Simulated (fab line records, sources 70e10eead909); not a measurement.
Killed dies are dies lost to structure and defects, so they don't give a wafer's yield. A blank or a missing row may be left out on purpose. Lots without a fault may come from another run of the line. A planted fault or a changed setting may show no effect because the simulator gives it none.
Chamber matching | flow nand_harc | NHARC_A_CONTACT_DEP_29 on pecvd-02: 3 sister chambers
The step deposits SiON, target thk 70 nm. 6 wafers are shown with their chamber, then 8 later ones without.

WAFERS WITH THEIR CHAMBER
wafer  | chamber | heater_power_w (W) | rf_fwd_power_W (W)
L084.5 | 2       | 919                | 346.3
L084.6 | 1       | 714                | 348.1
L086.3 | 2       | 939                | 348.3
L086.4 | 0       | 726                | 348.7
L086.6 | 1       | 753                | 349.8
L088.2 | 0       | 750                | 348.4

WAFERS WITHOUT THEIR CHAMBER
wafer  | heater_power_w (W) | rf_fwd_power_W (W)
L088.5 | 893                | 347.8
L088.6 | 761                | 348.6
L091.2 | 882                | 347.5
L091.3 | 772                | 349.6
L091.4 | 889                | 349.1
L090.1 | 763                | 348.2
L090.3 | 816                | 347.9
L090.4 | 819                | 347.6

WHICH CHAMBER EACH WENT THROUGH
wafer  | from the rows above          | in truth
L088.5 | 2                            | 2
L088.6 | can't be placed: 0 or 1      | 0
L091.2 | 2                            | 2
L091.3 | can't be placed: 0 or 1      | 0
L091.4 | 2                            | 2
L090.1 | can't be placed: 0 or 1      | 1
L090.3 | can't be placed: 0 or 1 or 2 | 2
L090.4 | can't be placed: 0 or 1 or 2 | 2
Placed correctly: 3 of 8. Can't be placed from these rows: 5 (the true chamber is among the candidates in 5). Placed wrongly: 0.
How it was worked out, from the rows above alone: a wafer's distance from a chamber is the root of the sum, over the readings, of the square of ((its reading less the chamber's mean) divided by the reading's scatter). The wafer belongs to the nearest chamber; if the next one is less than 2 further off, it can't be placed. A chamber's mean is the mean of its shown wafers. The scatter: the root of (the sum of the squares of (reading less its chamber's mean) over the shown wafers, divided by (wafers less chambers)).
